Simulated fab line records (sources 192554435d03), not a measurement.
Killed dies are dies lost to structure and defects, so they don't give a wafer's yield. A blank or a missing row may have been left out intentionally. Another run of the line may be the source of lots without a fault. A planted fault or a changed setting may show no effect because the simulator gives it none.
Chamber matching || flow n5_finfet || N5_HKMG_FIN_ALD_74 on ald_hk-03: 4 sister chambers
The step deposits La2O3, target thk 0.5 nm, pulse time 6 s, co reactant pulse time 1 s. 18 wafers are shown with their chamber, then 9 later ones without.

== WAFERS WITH THEIR CHAMBER ==
{"wafer": "L077.1", "chamber": 1, "heater_power_w (W)": 386, "precursor_pulse_height_rel": 1.007}
{"wafer": "L077.2", "chamber": 0, "heater_power_w (W)": 384, "precursor_pulse_height_rel": 1.031}
{"wafer": "L077.5", "chamber": 1, "heater_power_w (W)": 389, "precursor_pulse_height_rel": 0.988}
{"wafer": "L085.2", "chamber": 0, "heater_power_w (W)": 384, "precursor_pulse_height_rel": 1.013}
{"wafer": "L085.4", "chamber": 1, "heater_power_w (W)": 383, "precursor_pulse_height_rel": 0.993}
{"wafer": "L085.5", "chamber": 3, "heater_power_w (W)": 299, "precursor_pulse_height_rel": 0.988}
{"wafer": "L087.1", "chamber": 2, "heater_power_w (W)": 357, "precursor_pulse_height_rel": 0.990}
{"wafer": "L087.2", "chamber": 1, "heater_power_w (W)": 380, "precursor_pulse_height_rel": 0.962}
{"wafer": "L087.3", "chamber": 3, "heater_power_w (W)": 293, "precursor_pulse_height_rel": 1.021}
{"wafer": "L088.1", "chamber": 2, "heater_power_w (W)": 362, "precursor_pulse_height_rel": 0.978}
{"wafer": "L088.4", "chamber": 1, "heater_power_w (W)": 391, "precursor_pulse_height_rel": 1.008}
{"wafer": "L088.5", "chamber": 2, "heater_power_w (W)": 361, "precursor_pulse_height_rel": 1.010}
{"wafer": "L089.1", "chamber": 0, "heater_power_w (W)": 381, "precursor_pulse_height_rel": 1.043}
{"wafer": "L089.3", "chamber": 2, "heater_power_w (W)": 345, "precursor_pulse_height_rel": 1.073}
{"wafer": "L089.6", "chamber": 1, "heater_power_w (W)": 382, "precursor_pulse_height_rel": 1.028}
{"wafer": "L094.1", "chamber": 2, "heater_power_w (W)": 352, "precursor_pulse_height_rel": 0.973}
{"wafer": "L094.4", "chamber": 3, "heater_power_w (W)": 309, "precursor_pulse_height_rel": 0.986}
{"wafer": "L094.6", "chamber": 0, "heater_power_w (W)": 382, "precursor_pulse_height_rel": 1.023}

SIGNATURES, as means of the wafers listed above
{"reading": "heater_power_w", "chamber 0": 382.75, "chamber 1": 385.17, "chamber 2": 355.40, "chamber 3": 300.33, "scatter within a chamber": 5.51}
{"reading": "precursor_pulse_height_rel", "chamber 0": 1.02750, "chamber 1": 0.99767, "chamber 2": 1.00480, "chamber 3": 0.99833, "scatter within a chamber": 0.0272}
Rule: for a wafer and a chamber, the distance is found by dividing, reading by reading, the gap between the wafer's reading and the chamber's mean by the reading's scatter, squaring, summing and taking the root. If the next closest chamber is less than 2 further off than the closest, the wafer can't be placed; otherwise it belongs to the closest. The scatter is the square root of a quotient: the sum, over the shown wafers, of each reading's squared deviation from its chamber's mean, divided by wafers minus chambers.

== WAFERS WHOSE CHAMBER IS MISSING ==
{"wafer": "L095.1", "heater_power_w (W)": 304, "precursor_pulse_height_rel": 1.019}
{"wafer": "L095.4", "heater_power_w (W)": 384, "precursor_pulse_height_rel": 1.012}
{"wafer": "L095.5", "heater_power_w (W)": 348, "precursor_pulse_height_rel": 1.004}
{"wafer": "L097.2", "heater_power_w (W)": 307, "precursor_pulse_height_rel": 0.995}
{"wafer": "L097.3", "heater_power_w (W)": 379, "precursor_pulse_height_rel": 1.003}
{"wafer": "L097.6", "heater_power_w (W)": 394, "precursor_pulse_height_rel": 1.012}
{"wafer": "L096.3", "heater_power_w (W)": 382, "precursor_pulse_height_rel": 1.015}
{"wafer": "L096.4", "heater_power_w (W)": 354, "precursor_pulse_height_rel": 1.038}
{"wafer": "L096.6", "heater_power_w (W)": 375, "precursor_pulse_height_rel": 1.027}

== THE CHAMBER EACH PASSED THROUGH ==
{"wafer": "L095.1", "from the rows above": 3, "in truth": 3}
{"wafer": "L095.4", "from the rows above": "can't be placed: 1 or 0", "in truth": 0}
{"wafer": "L095.5", "from the rows above": 2, "in truth": 2}
{"wafer": "L097.2", "from the rows above": 3, "in truth": 3}
{"wafer": "L097.3", "from the rows above": "can't be placed: 0 or 1", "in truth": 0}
{"wafer": "L097.6", "from the rows above": "can't be placed: 1 or 0", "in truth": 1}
{"wafer": "L096.3", "from the rows above": "can't be placed: 0 or 1", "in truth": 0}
{"wafer": "L096.4", "from the rows above": 2, "in truth": 2}
{"wafer": "L096.6", "from the rows above": "can't be placed: 0 or 1", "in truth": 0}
Correct placement for 4 of the 9. Can't be placed from these rows: 5 (the true chamber is among the candidates in 5). Placed wrongly: 0.
